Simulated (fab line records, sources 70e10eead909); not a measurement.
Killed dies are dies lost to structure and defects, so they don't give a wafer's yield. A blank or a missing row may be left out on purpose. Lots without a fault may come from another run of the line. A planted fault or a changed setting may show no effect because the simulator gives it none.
One fault seen from 2 desks | flow nand_harc | each desk has only its own numbers; what lay behind them comes last

THE TOOL OWNER'S DESK: krf_scanner-01
The tool's own readings at NHARC_A_ZERO_WELL_EXPOSE_07 (exposes mask A ZERO): means of the sampled wafers that have a number, for each lot that ran on this tool. A lot is out of limits, marked OUT, if its mean lies more than 4 standard deviations from the usual mean; the brackets give that distance.
Columns: A = exposure_dose_mJ_cm2 at NHARC_A_ZERO_WELL_EXPOSE_07, usual 33.85
lot  | first seen here | A
L715 | day 7 01:44     | 33.88
L716 | day 7 13:30     | 33.83
L726 | day 9 16:35     | 50.63 (+99 or more) OUT
L729 | day 10 21:13    | 50.67 (+99 or more) OUT
This desk's finding: out of limits on L726, L729; first on L726, day 9 16:35 (exposure_dose_mJ_cm2 at NHARC_A_ZERO_WELL_EXPOSE_07). In limits: L715, L716.

THE METROLOGY DESK
What the gauges read, lot by lot, whatever tool the lot ran on: means of the sampled wafers that have a number. A lot is out of limits, marked OUT, if its mean lies more than 4 standard deviations from the usual mean; the brackets give that distance.
Columns: A = cd_nm at NHARC_P_BONDPAD_CD_MEAS_13, usual 498.7 nm; B = cd_nm at NHARC_A_ZERO_WELL_CD_MEAS_10, usual 2000.4 nm
lot  | first seen here | A     | B
L712 | day 6 19:00     | 496.8 | 2000.7
L715 | day 6 22:19     | 496.7 | 1998.3
L714 | day 7 00:13     | 499.2 | 1998.4
L716 | day 7 09:58     | 497.8 | 1998.5
L718 | day 8 02:25     | 497.9 | 1998.8
L720 | day 8 08:36     | 497.9 | 1997.8
L726 | day 9 13:17     | 498.3 | 2014.7 (+7.9) OUT
L723 | day 9 14:02     | 498.1 | 1999.3
L729 | day 10 17:43    | 497.2 | 2015.4 (+8.3) OUT
L731 | day 10 23:04    | 497.8 | 2000.7
L733 | day 11 10:17    | 499.6 | 2002.5
L734 | day 11 18:05    | 499.1 | 1998.2
L735 | day 12 03:05    | 497.4 | 1998.5
This desk's finding: out of limits on L726, L729; first on L726, day 9 16:45 (cd_nm at NHARC_A_ZERO_WELL_CD_MEAS_10). In limits: L712, L715, L714, L716, L718, L720, L723, L731, L733, L734, L735.

PUT TOGETHER
The tool owner's desk could have raised an alarm at day 9 16:35, on L726, L729.
The metrology desk could have raised an alarm at day 9 16:45, on L726, L729.
Of the lots named, all ran NHARC_A_ZERO_WELL_EXPOSE_07 on krf_scanner-01.

WHAT THE SIMULATOR HAD PUT IN
Process parameter drift: krf_scanner-01, from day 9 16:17 on, at NHARC_A_ZERO_WELL_EXPOSE_07. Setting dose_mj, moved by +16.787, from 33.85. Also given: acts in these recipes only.
Lots struck among those shown: L726, L729.
Hours from the fault's start to each desk's first reading out of limits: the tool owner's desk, 0; the metrology desk, 0.
